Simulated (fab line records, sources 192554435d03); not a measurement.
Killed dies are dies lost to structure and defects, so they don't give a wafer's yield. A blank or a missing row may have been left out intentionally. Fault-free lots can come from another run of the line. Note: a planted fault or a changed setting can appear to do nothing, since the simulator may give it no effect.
Comparing a struck lot with a sound one | flow n5-finfet | 37 out of 1938 route steps
Sound: the wafers L376.2, L376.4, L376.6. Struck: wafer L391.2; the same lot's L391.5 was not struck, so it is left out; see the end for the cause.
Order at every step that has rows: each side's tool, ch and its chambers, its first start. Under that, the readings that differ: sound wafers | struck wafers | difference of the means | sigmas: that difference in standard deviations of wafers without a fault.
alike: same words and numbers on both sides, and readings whose means sit less than 2 such deviations apart. not compared: any withheld reading, any reading some wafer has no value for, any bound like >300 that may hide the same value, and any number with overlapping values for which the record gives no deviation.
Wherever a step has rows on one side only, a row that says differs or no value, or a row with sigmas, the two part there. When numbers do not overlap yet have no deviation, they are printed without sigmas and do not part them. Lack of a reading on every wafer of one side parts them only where that side has two or more wafers.

first, 9 steps without rows for these wafers: N5_BEOL_M14_PRE_CLEAN_42 (time 30 s); N5_BEOL_M14_SPUTTER_43 (material TaN, target thk 15 nm, time 24.19 s); N5_BEOL_M14_SPUTTER_44 (material Ta, target thk 15 nm, time 24.19 s); N5_BEOL_M14_SPUTTER_45 (material Cu, target thk 100 nm, time 16.67 s); N5_BEOL_M14_ECD_47 (material Cu, target thk 1248 nm); N5_BEOL_M14_ANNEAL_48 (time 90 s); N5_BEOL_M14_CMP_49 (polishes, stops on SiO2, t overpolish 5.2 s, target thk 560 nm); N5_BEOL_M14_PRE_CLEAN_52 (time 15 s); N5_BEOL_M14_DEP_53 (deposits SiCN from 3MS/NH3, target thk 50 nm, time 17.8 s).
N5_BEOL_M15_ILD_DEP_00: deposits SiO2 from TEOS/O2, target thk 1629.3 nm, time 346.1 s.
  sound on pecvd-03 ch 1,2, day 12 13:05; struck on pecvd-03 ch 1, day 16 05:19
  reading                                       | sound             | struck | difference | sigmas
  run-length-s (s)                              | 389.4 389.6 388.1 | 406.9  | +17.9      | +27
  showerhead-plenum-p-Torr (Torr)               | 8.33 8.32 8.42    | 8.44   | +0.08      | +2
  model.SiO2_of_BEOL_M15_ILD_DEP_00.thk-nm (nm) | 1595 1628 1594    | 1687   | +81        |
  alike: heater-power-w, throttle-valve-pct
N5_BEOL_M15_THK_MEAS_01:
  sound on film-metro-01, day 12 13:27; struck on film-metro-01, day 16 05:41
  reading          | sound          | struck | difference | sigmas
  M15_ILD_THK (nm) | 1595 1627 1594 | 1688   | +83        | +4
then, 10 steps without rows for these wafers: N5_BEOL_M15_COAT_58 (time 60 s, resist thk 89 nm); N5_BEOL_M15_COAT_04 (resist thk 800 nm); N5_BEOL_M15_EBR_06; N5_BEOL_M15_SOFTBAKE_05 (time 60 s); N5_BEOL_M15_EXPOSE_07 (exposes mask V14); N5_BEOL_M15_PEB_08 (peb time 90 s); N5_BEOL_M15_DEVELOP_09 (develop time 45 s); N5_BEOL_M15_HARDBAKE_14 (time 120 s); N5_BEOL_M15_DESCUM_15 (chemistry O2, time 7.9 s); N5_BEOL_M15_ETCH_59 (etches BARC in N2/H2, target depth 89 nm, overetch 26.7 nm, time 67.9 s).
N5_BEOL_M15_VIA_ETCH_16: etches SiO2 in C4F8/O2/Ar, target depth 1792.2 nm.
  sound on rie-diel-04 ch 0,2,3, day 12 14:03; struck on rie-diel-02 ch 0, day 16 06:10
  reading                                    | sound          | struck | difference | sigmas
  model.etch.depth-nm (nm)                   | 1595 1628 1594 | 1687   | +81        |
  model.coat_of_BEOL_M15_COAT_04.thk-nm (nm) | 345.2 330 340  | 322.8  | -15.6      |
  alike: drypump-motor-current-A, oes_ar_750_au, oes-product-au, rf-vpp-V, showerhead-plenum-p-Torr, throttle-valve-pct
then, 13 steps without rows for these wafers: N5_BEOL_M15_STRIP_63 (strips in O2); N5_BEOL_M15_STRIP_64 (strips in O2); N5_BEOL_M15_STRIP_65 (strips in post etch residue remover, time 60 s); N5_BEOL_M15_SRD_66 (time 30 s, dry time 30 s); N5_BEOL_M15_COAT_56 (time 60 s, resist thk 550 nm); N5_BEOL_M15_ETCH_57 (etches SOC in N2/H2, time 750 s); N5_BEOL_M15_COAT_60 (time 60 s, resist thk 89 nm); N5_BEOL_M15_COAT_22 (resist thk 800 nm); N5_BEOL_M15_EBR_24; N5_BEOL_M15_SOFTBAKE_23 (time 60 s); N5_BEOL_M15_EXPOSE_25 (exposes mask M15, target cd 400 nm); N5_BEOL_M15_PEB_26 (peb time 90 s); N5_BEOL_M15_DEVELOP_27 (develop time 45 s).
N5_BEOL_M15_CMP_49: polishes, stops on SiO2, t overpolish 4.9 s, target thk 850 nm.
  sound on cmp-04 ch 1,2,3, day 12 22:21; struck on cmp-04 ch 1, day 16 16:27
  reading                                       | sound          | struck | difference | sigmas
  model.SiO2_of_BEOL_M15_ILD_DEP_00.thk-nm (nm) | 1517 1551 1516 | 1608   | +80        |
  alike: motor-current-A, slurry-filter-dp-kPa
N5_PASSIVATION_PROBE_49:
  sound on prober-02, day 13 15:51; struck on prober-01, day 17 06:46
  alike: defect-limited-yield, killed_at_M0_to_M3, killed_at_M4_up, killed-at-contacts, killed-at-front-end, killed-at-other, killed-dies, killed-on-rim, killed-open, killed-short, sort_bin_5_function, sort_bin_6_memory, sort_bin_8_speed, sort-n-pass

WHERE THEY PART
First at N5_BEOL_M15_ILD_DEP_00; last, within this record, at N5_BEOL_M15_THK_MEAS_01. Later steps at which nothing parts them and some readings are alike: N5_BEOL_M15_VIA_ETCH_16, N5_BEOL_M15_CMP_49, N5_PASSIVATION_PROBE_49.

WHY: what the simulator had put in
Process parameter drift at N5_BEOL_M15_ILD_DEP_00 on pecvd-03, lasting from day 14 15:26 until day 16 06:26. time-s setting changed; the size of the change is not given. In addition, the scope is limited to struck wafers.
